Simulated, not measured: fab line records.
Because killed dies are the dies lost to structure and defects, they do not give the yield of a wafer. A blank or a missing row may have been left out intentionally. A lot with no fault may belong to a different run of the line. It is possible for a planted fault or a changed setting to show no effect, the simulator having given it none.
A struck lot beside a sound one	flow nandHarc	17 steps out of a route of 1302
Sound: wafers L115.2, L115.3, L115.5. Wafers L117.2, L117.4, L117.6 were the ones struck. Last of all comes the cause.
Each step with rows lists, per side, the tool, then ch with its chambers, then its first start. Under that, the readings that differ: sound wafers	struck wafers	difference of the means	sigmas: that difference in standard deviations of wafers without a fault.
alike: readings with means less than 2 such deviations apart, plus words and numbers identical on both sides. not compared: withheld readings, readings lacking a value on some wafer, bounds such as >300 that could conceal the same value, and numbers that have no deviation in the record and whose values overlap.
The two part at a step that has a row with sigmas, a row that says differs or no value, or rows on one side only. Non-overlapping numbers with no deviation appear without sigmas and do not part them. A reading that every wafer of one side lacks parts them only if that side has two wafers or more.

NHARC_P_GATE_CD_MEAS_46 targets a cd of 720 nm.
  sound on cdSem-02 ch 0, day 6 05:11; struck on cdSem-01 ch 0, day 7 03:56
reading	sound	struck	difference	sigmas
cdNm (nm)	718.4 716.5 718.9	720.7 722.3 723.1	+4.1	+2
then, 1 step without rows for these wafers: NHARC_P_GATE_HARDBAKE_47 (time 80 s).
NHARC_P_GATE_DESCUM_48: chemistry O2, time 3 s.
  sound on rieDiel-10 ch 2,3, day 6 05:20; struck on rieDiel-05 ch 0,2,3, day 7 04:05
  alike: drypumpMotorCurrentA, mfcArSccm, oesProductAu, rfVppV, showerheadPlenumPTorr, throttleValvePct
  not compared: rfHoursCounterH
next, for these wafers, 1 step has no rows: NHARC_P_GATE_IMPLANT_49.
NHARC_P_GATE_STRIP_111: strips in N2/H2, time 250 s.
  sound on plasmaAsher-01 ch 0,1, day 6 05:46; struck on plasmaAsher-02 ch 0,1, day 7 04:31
reading	sound	struck	difference	sigmas
drypumpMotorCurrentA (A)	5.6 5.2 5.2	6.2 6.2 6.2	+0.9	+2
  alike: heaterPowerW
  not compared: rfHoursCounterH
NHARC_P_GATE_STRIP_75: strips in O2.
  sound on plasmaAsher-01 ch 0,1, day 6 06:01; struck on plasmaAsher-02 ch 0,1, day 7 04:47
reading	sound	struck	difference	sigmas
drypumpMotorCurrentA (A)	5.6 5.2 5.2	6.2 6.2 6.2	+0.9	+2
  alike: heaterPowerW
  not compared: rfHoursCounterH
then, 6 steps without rows for these wafers: NHARC_P_GATE_STRIP_50 (strips in SPM, time 900 s); NHARC_P_GATE_DEHYDRATE_51 (time 120 s); NHARC_P_GATE_HMDS_52 (time 30 s); NHARC_P_GATE_COAT_53; NHARC_P_GATE_SOFTBAKE_54 (time 95 s); NHARC_P_GATE_EBR_55.
NHARC_P_GATE_EXPOSE_56: exposes mask P PSD, target cd 720 nm.
  sound on krfScanner-04 ch 0, day 6 06:40; struck on krfScanner-02 ch 0, day 7 05:28
reading	sound	struck	difference	sigmas
mask	P_PSD#0 P_PSD#0 P_PSD#0	P_PSD_R1#0 P_PSD_R1#0 P_PSD_R1#0	differs	
then, 2 steps without rows for these wafers: NHARC_P_GATE_PEB_57 (peb time 85 s); NHARC_P_GATE_DEVELOP_58 (time 70 s).
NHARC_P_GATE_CD_MEAS_59 targets a cd of 720 nm.
  sound on cdSem-03 ch 0, day 6 06:49; struck on cdSem-03 ch 0, day 7 05:37
reading	sound	struck	difference	sigmas
cdNm (nm)	720.3 721.4 720.2	762.3 765.5 765.8	+43.9	+24
then, 1 step without rows for these wafers: NHARC_P_GATE_HARDBAKE_60 (time 80 s).

WHERE THEY PART
First at NHARC_P_GATE_CD_MEAS_46; last, within this record, at NHARC_P_GATE_CD_MEAS_59.

WHY: what had been put in by the simulator
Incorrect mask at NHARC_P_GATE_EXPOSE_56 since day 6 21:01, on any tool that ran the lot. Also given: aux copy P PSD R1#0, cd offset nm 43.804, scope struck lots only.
